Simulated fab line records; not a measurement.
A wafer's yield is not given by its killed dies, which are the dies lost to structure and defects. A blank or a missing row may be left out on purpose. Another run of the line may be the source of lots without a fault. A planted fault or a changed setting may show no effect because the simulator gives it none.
Chamber matching / flow n5_finfet / N5_PMOS_HMC_CHANNEL_EPI_STRIP_33 on rie_diel-05 has 4 sister chambers
The step strips in N2/H2. 4 wafers are shown with their chamber, then 12 later ones without.

== EACH WAFER AND ITS CHAMBER ==
wafer=L091.2; chamber=0; showerhead_plenum_p_Torr (Torr)=3.44
wafer=L092.1; chamber=1; showerhead_plenum_p_Torr (Torr)=3.22
wafer=L092.2; chamber=2; showerhead_plenum_p_Torr (Torr)=3.35
wafer=L092.3; chamber=3; showerhead_plenum_p_Torr (Torr)=3.34

== WAFERS WHOSE CHAMBER IS MISSING ==
wafer=L093.1; showerhead_plenum_p_Torr (Torr)=3.22
wafer=L093.2; showerhead_plenum_p_Torr (Torr)=3.34
wafer=L093.3; showerhead_plenum_p_Torr (Torr)=3.35
wafer=L093.4; showerhead_plenum_p_Torr (Torr)=3.22
wafer=L093.5; showerhead_plenum_p_Torr (Torr)=3.34
wafer=L093.6; showerhead_plenum_p_Torr (Torr)=3.34
wafer=L095.3; showerhead_plenum_p_Torr (Torr)=3.33
wafer=L095.4; showerhead_plenum_p_Torr (Torr)=3.22
wafer=L095.5; showerhead_plenum_p_Torr (Torr)=3.34
wafer=L097.2; showerhead_plenum_p_Torr (Torr)=3.34
wafer=L097.4; showerhead_plenum_p_Torr (Torr)=3.22
wafer=L097.6; showerhead_plenum_p_Torr (Torr)=3.44

== EACH ONE'S CHAMBER ==
wafer=L093.1; from the rows above=1; in truth=1
wafer=L093.2; from the rows above=3; in truth=3
wafer=L093.3; from the rows above=2; in truth=2
wafer=L093.4; from the rows above=1; in truth=1
wafer=L093.5; from the rows above=3; in truth=3
wafer=L093.6; from the rows above=3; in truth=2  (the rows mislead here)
wafer=L095.3; from the rows above=3; in truth=3
wafer=L095.4; from the rows above=1; in truth=1
wafer=L095.5; from the rows above=3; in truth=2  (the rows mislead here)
wafer=L097.2; from the rows above=3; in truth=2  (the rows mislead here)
wafer=L097.4; from the rows above=1; in truth=1
wafer=L097.6; from the rows above=0; in truth=0
Correctly placed: 9 of 12. Number that these rows cannot place: 0. Wrongly placed: 3.
How it was worked out, from the rows above alone: a wafer's distance from a chamber is the root of the sum, over the readings, of the square of ((its reading less the chamber's mean) divided by the reading's scatter). If the next closest chamber is less than 2 further off than the closest, the wafer can't be placed; otherwise it belongs to the closest. For every chamber, the mean is computed from those of its wafers that are shown. The scatter: with one shown wafer a chamber, the root of the mean of the squares of how far each hidden wafer lies from its nearest shown one.
